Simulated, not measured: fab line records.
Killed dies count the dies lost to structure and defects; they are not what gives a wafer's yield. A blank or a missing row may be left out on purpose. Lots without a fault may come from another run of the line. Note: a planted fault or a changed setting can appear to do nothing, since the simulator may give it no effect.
fab line records    flow nand-harc
[record] lots = 13  wafers = 39  last-day = 33
route steps=1302 shown A_CHANNEL_HOLE_D1@470 A_CHANNEL_FILL_D1@493 A_DECK1_JOINT@542 END@1302
lots untouched by any fault: they come from a run of this same line in which no faults occurred
start-h: hours from the record's first day to the start of the lot's first wafer shown    wait-h: hours elapsed since this lot's preceding step    " the same as in the row above    L1.1+2: one row covering several wafers at once    - no value, or no start given    * or withheld: withheld    < > ~ a bound
route shown NAME@n: NAME is a module with steps in the file, n the number in the route of the first one    usual: mean and standard deviation over wafers with no fault    same: alike in all rows    chamber/n: place in a boat    sites: each site's reading    _std_site: how widely they spread, as a standard deviation    _edge_site: inner sites' mean taken away from outer sites' mean    radius-mm: how far each site lies from the wafer's centre    mask NAME#n: copy n    behind: the tool/chamber that last shaped the wafer    hold: why the lot was held/for how many hours/how that ended    device: the n, p or np transistor that did not switch    end of line: tests of these same wafers at the route's end    a step without rows: its recipe alone    killed: dies that structure and defects cost at the first sort, which is not the same as the wafer's yield    map: a wafer's dies, x killed, . not, _ none there
set.NAME: the setting the step ran with; set.NAME@STEP: the setting that earlier step ran with    model.NAME: the simulator's own value behind a step, which no gauge read
the route's steps for a sample of lots (tables are steps, rows are wafers)
services: a tool's chamber out of use, with start hour (start-h, from the record's first day; less than 0 if before it), hours out, and reason
[[steps]]
[step NHARC_A_CHANNEL_HOLE_D1_CD_MEAS_18]
[usual] cd-nm = 99.9/2.2
lot.wafer  tool       chamber  start-h  wait-h  cd-nm
L660.2     cd-sem-03  -        186.84   -       100.7
L660.5     "          -        "        "       101.6
L660.6     "          -        "        "       99.4
L661.1     cd-sem-01  -        193.95   -       100.7
L661.2     "          -        "        "       103.7
L661.5     "          -        "        "       98.9
L663.4     cd-sem-01  -        211.49   -       96.1
L663.5     "          -        "        "       96.9
L663.6     "          -        "        "       99.2
L664.1     cd-sem-03  -        226.55   -       98.7
L664.2     "          -        "        "       100.8
L664.5     "          -        "        "       101.3
L666.1     cd-sem-01  -        243.17   -       97.7
L666.4     "          -        "        "       102.0
L666.6     "          -        "        "       100.9
L668.1     cd-sem-03  -        258.43   -       101.5
L668.2     "          -        "        "       95.8
L668.4     "          -        "        "       97.9
L667.1     cd-sem-02  -        260.31   -       97.2
L667.3     "          -        "        "       98.4
L667.5     "          -        "        "       95.6
L671.2     cd-sem-03  -        300.26   -       98.6
L671.3     "          -        "        "       95.9
L671.5     "          -        "        "       100.3
L676.3     cd-sem-01  -        342.64   -       101.2
L676.4     "          -        "        "       101.2
L676.5     "          -        "        "       98.7
L677.2     cd-sem-02  -        353.43   -       96.7
L677.5     "          -        "        "       97.4
L677.6     "          -        "        "       99.4
L681.3     cd-sem-03  -        387.05   -       103.0
L681.4     "          -        "        "       94.3
L681.5     "          -        "        "       98.8
L683.2     cd-sem-01  -        402.75   -       102.9
L683.4     "          -        "        "       96.7
L683.6     "          -        "        "       94.9
L682.1     cd-sem-03  -        403.56   -       99.3
L682.3     "          -        "        "       100.4
L682.5     "          -        "        "       98.6
[step NHARC_A_CHANNEL_HOLE_D1_ETCH_26]
[recipe] bias-v = 300  source-w = 2000  pressure-mtorr = 30  time-s = 224.1  ar-flow-sccm = 375  c4f8-flow-sccm = 11.4  o2-flow-sccm = 113.6  temp-c = -20  target-depth-a = 3000  chemistry = C4F8/O2/Ar
[usual] drypump-motor-current-A = 5.83/0.18  mfc-ar-sccm = 374.8/1.2  showerhead-plenum-p-Torr = 3.62/0.16  temp-c = -20.00/0.1  throttle-valve-pct = 24.584/0.0083
lot.wafer  tool         chamber  start-h  wait-h  drypump-motor-current-A  mfc-ar-sccm  rf-hours-counter-h  showerhead-plenum-p-Torr  temp-c  throttle-valve-pct
L660.2     har-etch-02  0        190.73   0.6     5.69                     375.1        303                 3.65                      -20.07  24.598
L660.5     "            1        "        "       5.98                     376.0        -                   3.45                      -19.96  24.596
L660.6     "            0        "        "       5.68                     375.7        -                   3.65                      -20.11  24.581
L661.1     har-etch-01  1        197.87   0.7     5.63                     375.2        95                  3.64                      -19.98  24.579
L661.2     "            0        "        "       6.06                     374.4        95                  3.56                      -19.94  24.583
L661.5     "            1        "        "       5.64                     373.1        -                   3.64                      -20.02  24.590
L663.4     har-etch-01  1        217.30   0.4     5.64                     373.9        -                   3.63                      -20.12  24.598
L663.5     "            0        "        "       6.06                     375.6        -                   3.55                      -19.99  24.573
L663.6     "            1        "        "       5.65                     373.7        -                   3.63                      -19.94  24.574
L664.1     har-etch-01  0        230.41   0.7     6.06                     376.5        110                 3.55                      -20.09  24.580
L664.2     "            1        "        "       5.63                     373.6        110                 3.63                      -20.11  24.579
L664.5     "            1        "        "       5.63                     375.6        -                   3.63                      -19.91  24.581
L666.1     har-etch-01  0        250.63   0.6     6.04                     374.6        129                 3.54                      -20.03  24.576
L666.4     "            0        "        "       6.04                     374.6        -                   3.54                      -19.94  24.587
L666.6     "            1        "        "       5.65                     376.5        -                   3.62                      -20.04  24.593
L668.2     har-etch-01  1        262.28   0.7     5.64                     372.6        136                 3.61                      -19.77  24.590
L668.1     "            0        "        "       6.04                     373.8        136                 3.54                      -19.99  24.582
L668.4     "            0        "        "       6.04                     377.3        -                   3.54                      -19.94  24.582
L667.1     har-etch-02  1        264.22   0.6     6.00                     375.7        330                 3.43                      -19.94  24.566
L667.3     "            1        "        "       6.00                     376.0        -                   3.43                      -19.85  24.590
L667.5     "            0        "        "       5.71                     374.6        -                   3.62                      -19.84  24.584
L671.2     har-etch-01  0        304.25   0.6     6.06                     374.9        159                 3.52                      -19.94  24.577
L671.3     "            1        "        "       5.62                     375.2        -                   3.60                      -19.90  24.580
L671.5     "            0        "        "       6.06                     374.4        -                   3.52                      -19.93  24.582
L676.4     har-etch-02  1        346.52   0.5     5.98                     373.6        -                   3.98                      -19.98  24.584
L676.3     "            0        "        "       5.70                     374.9        -                   3.59                      -19.95  24.580
L676.5     "            1        "        "       6.00                     376.4        -                   3.98                      -19.86  24.593
L677.2     har-etch-01  0        358.19   0.6     6.05                     376.0        194                 3.51                      -20.21  24.595
L677.6     "            1        "        "       5.64                     375.8        -                   3.58                      -20.15  24.581
L677.5     "            0        "        "       6.06                     377.2        -                   3.50                      -19.90  24.588
L681.3     har-etch-01  1        396.78   0.5     5.62                     373.5        -                   3.57                      -20.24  24.580
L681.4     "            0        "        "       6.05                     374.2        -                   3.49                      -20.12  24.564
L681.5     "            0        "        "       6.06                     374.5        -                   3.49                      -19.97  24.579
L683.2     har-etch-02  0        406.63   0.6     5.74                     375.1        11                  3.98                      -19.94  24.577
L683.4     "            0        "        "       5.71                     376.2        -                   3.99                      -20.12  24.586
L683.6     "            0        "        "       5.68                     374.4        -                   3.98                      -19.93  24.564
L682.1     har-etch-01  1        408.54   0.7     5.63                     376.1        229                 3.56                      -19.78  24.575
L682.3     "            1        "        "       5.64                     375.7        -                   3.56                      -19.97  24.596
L682.5     "            1        "        "       5.64                     376.8        -                   3.56                      -19.92  24.587
[step NHARC_A_CHANNEL_FILL_D1_ALD_03]
[recipe] target-thk-a = 60  pulse-time-s = 60  ald-cycles = 58  temp-c = 630  pressure-torr = 2  material = SiNx
[usual] precursor-pulse-height-rel = 0.998/0.02
lot.wafer  tool              chamber  start-h  wait-h  precursor-pulse-height-rel
L660.2     ald-sin-batch-03  0        -        -       0.989
L660.5     "                 0        "        "       0.997
L660.6     "                 0        "        "       1.015
L661.1     ald-sin-batch-03  0        -        -       1.002
L661.2     "                 0        "        "       1.005
L661.5     "                 0        "        "       0.968
L663.4     ald-sin-batch-01  0        -        -       1.014
L663.5     "                 0        "        "       1.005
L663.6     "                 0        "        "       0.964
L664.1     ald-sin-batch-03  0        -        -       1.014
L664.2     "                 0        "        "       0.990
L664.5     "                 0        "        "       0.981
L666.1     ald-sin-batch-02  0        -        -       0.997
L666.4     "                 0        "        "       0.986
L666.6     "                 0        "        "       1.016
L667.1     ald-sin-batch-01  0        -        -       1.001
L667.3     "                 0        "        "       1.018
L667.5     "                 0        "        "       1.003
L668.1     ald-sin-batch-01  0        -        -       0.988
L668.2     "                 0        "        "       1.007
L668.4     "                 0        "        "       1.010
L671.2     ald-sin-batch-01  0        -        -       1.003
L671.3     "                 0        "        "       1.013
L671.5     "                 0        "        "       1.010
L676.3     ald-sin-batch-02  0        -        -       1.003
L676.4     "                 0        "        "       1.014
L676.5     "                 0        "        "       0.978
L677.2     ald-sin-batch-01  0        -        -       1.021
L677.5     "                 0        "        "       1.038
L677.6     "                 0        "        "       1.022
L681.3     ald-sin-batch-03  0        -        -       0.995
L681.4     "                 0        "        "       0.993
L681.5     "                 0        "        "       0.987
L682.1     ald-sin-batch-01  0        -        -       0.964
L682.3     "                 0        "        "       0.960
L682.5     "                 0        "        "       0.969
L683.2     ald-sin-batch-01  0        -        -       0.993
L683.4     "                 0        "        "       1.019
L683.6     "                 0        "        "       0.967
[step NHARC_A_DECK1_JOINT_DEP_16]
[recipe] target-thk-a = 450  temp-c = 400  pressure-torr = 6.5  rf-w = 900  teos-flow-sccm = 161.4  flow-sccm = 2650  target-thk-nm = 45  gas = O2  material = SiO2
[usual] flow-sccm = 2650/8.2  heater-power-w = 558/82  rf-fwd-power-W = 896/3.1  throttle-valve-pct = 16.3/0.58
lot.wafer  tool      chamber  start-h  wait-h  flow-sccm  heater-power-w  rf-fwd-power-W  since-wet-clean-h  throttle-valve-pct
L660.2     pecvd-01  1        286.24   0.1     2653       534             892             143                16.5
L660.6     "         0        "        "       2646       447             899             -                  17.5
L660.5     "         2        "        "       2653       522             892             -                  15.7
L661.1     pecvd-03  2        297.86   0.1     2647       531             895             100                15.9
L661.2     "         0        "        "       2636       549             895             100                16.8
L661.5     "         1        "        "       2645       613             899             -                  16.4
L664.2     pecvd-03  1        318.92   0.1     2652       615             895             121                16.5
L664.1     "         0        "        "       2656       604             895             121                16.6
L664.5     "         0        "        "       2659       596             899             -                  17.2
L663.6     pecvd-04  0        319.15   0.3     2662       684             895             -                  16.8
L663.5     "         1        "        "       2655       477             895             -                  15.5
L663.4     "         2        "        "       2647       726             891             -                  16.1
L666.1     pecvd-03  0        340.02   0.1     2645       601             894             142                16.8
L666.6     "         1        "        "       2650       615             897             -                  16.1
L666.4     "         0        "        "       2651       600             896             -                  16.9
L667.1     pecvd-01  2        351.54   0.1     2655       455             900             28                 15.2
L667.3     "         1        "        "       2660       521             896             28                 16.5
L667.5     "         2        "        "       2646       461             898             -                  15.1
L668.1     pecvd-03  0        351.55   0.1     2666       572             892             154                17.0
L668.2     "         1        "        "       2649       504             898             154                16.4
L668.4     "         2        "        "       2644       550             894             -                  16.2
L671.2     pecvd-03  1        386.94   0.1     2651       587             895             8                  16.4
L671.3     "         2        "        "       2654       459             895             8                  15.2
L671.5     "         0        "        "       2655       593             894             -                  16.5
L676.3     pecvd-01  1        433.03   0.1     2662       571             787             109                16.4
L676.5     "         0        "        "       2625       427             788             -                  17.2
L676.4     "         1        "        "       2660       582             791             -                  16.7
L677.2     pecvd-01  2        444.69   0.3     2658       588             788             121                15.8
L677.6     "         1        "        "       2639       575             787             -                  16.5
L677.5     "         2        "        "       2649       607             792             -                  15.8
L681.3     pecvd-03  1        482.33   0.1     2643       517             901             103                16.7
L681.5     "         0        "        "       2655       531             891             -                  16.7
L681.4     "         1        "        "       2656       523             899             -                  16.9
L683.2     pecvd-04  1        491.25   0.1     2655       507             896             28                 15.9
L683.6     "         1        "        "       2663       507             896             -                  16.0
L683.4     "         2        "        "       2657       737             899             -                  16.2
L682.1     pecvd-04  2        491.39   0.3     2657       689             897             28                 16.1
L682.3     "         0        "        "       2653       593             895             28                 16.5
L682.5     "         1        "        "       2654       461             891             -                  15.8
[step NHARC_END_SORT_01]
[recipe] temp-c = 25
[usual] killed-at-array = 59/20  killed-at-other = 0.8/1  killed-at-periphery = 3.2/2.1  killed-dies = 63/21  killed-open = 3.0/1.9  killed-short = 2.3/1.5
[same] gross-dies = 677
lot.wafer  tool       chamber  start-h  wait-h  killed-at-array  killed-at-other  killed-at-periphery  killed-dies  killed-open  killed-short
L671.2     prober-01  0        686.67   2.8     73               0                4                    77           5            2
L671.3     prober-01  0        687.46   3.1     52               0                3                    55           2            1
// killed by level:class
L671.2 A_SLIT:chamber-film-flake=33 A_CONTACT:chamber-film-flake=11 A_CHANNEL_HOLE_D1:chamber-film-flake=7 A_STAIRCASE:chamber-film-flake=5 A_CHANNEL_FILL_D2:chamber-film-flake=3 A_SGD_CUT:chamber-film-flake=3 A_WL_FILL:chamber-film-flake=2 A_ONON_D1:geometric-particle:open=1
L671.3 A_SLIT:chamber-film-flake=27 A_CHANNEL_HOLE_D1:chamber-film-flake=10 A_CONTACT:chamber-film-flake=5 A_STAIRCASE:chamber-film-flake=4 P_CONTACT:chamber-film-flake=2 A_BLC:chamber-film-flake=2 A_ONON_D1:geometric-particle:short=1 A_SGD_CUT:geometric-particle:open=1
[[services]]
tool              chamber  start-h  hours  kind
pecvd-01          -        172.74   1.0    repair
pecvd-01          -        183.46   0.3    repair
pecvd-03          -        185.04   13.0   pm
pecvd-03          0        185.04   13.0   vent-cycle
pecvd-03          1        185.04   13.0   vent-cycle
pecvd-03          2        185.04   13.0   vent-cycle
pecvd-03          0        198.04   -      clean
pecvd-03          1        198.04   -      clean
pecvd-03          2        198.04   -      clean
pecvd-03          -        242.89   1.2    repair
pecvd-01          -        263.46   1.2    repair
pecvd-04          -        269.00   13.0   pm
ald-sin-batch-02  -        269.03   26.0   pm
pecvd-01          1        295.57   4.7    repair
pecvd-04          2        298.47   13.5   repair
pecvd-01          -        311.00   13.0   pm
pecvd-03          -        366.14   13.0   pm
pecvd-03          0        366.14   13.0   vent-cycle
har-etch-02       -        377.00   17.0   pm
pecvd-04          1        425.09   23.7   repair
pecvd-03          -        429.81   1.5    repair
pecvd-01          0        435.41   12.2   repair
pecvd-04          -        450.00   13.0   pm
pecvd-03          -        488.89   3.1    repair
[[key]]
[first-sign] step = NHARC_A_DECK1_JOINT_DEP_16  reading = rf-fwd-power-W  direction = down  sigmas = 35  usual = *  struck = *
effect none on later readings
met-at NHARC_A_DECK1_JOINT_DEP_16
struck-lots L676,L677
tester-left-out L676,L677
not-acting-at NHARC_A_CHANNEL_HOLE_D1_CD_MEAS_18,NHARC_A_CHANNEL_HOLE_D1_ETCH_26,NHARC_A_CHANNEL_FILL_D1_ALD_03
onset-between 351.54 433.03
[fault] kind = process-parameter-drift  tool = pecvd-01  chamber = -  onset-h = 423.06  steps = NHARC_A_DECK1_JOINT_DEP_16  channel = rf-w  offset = *  shape = step  end-h = 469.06  acts-in = *  stated = *
// tester-left-out: of these lots the tester's yield and bins aren't shown, on N5 and GAA mostly nor the transistor test; their killed dies are dies lost to structure and defects alone, not to doping, threshold or leakage, so they don't give the yield
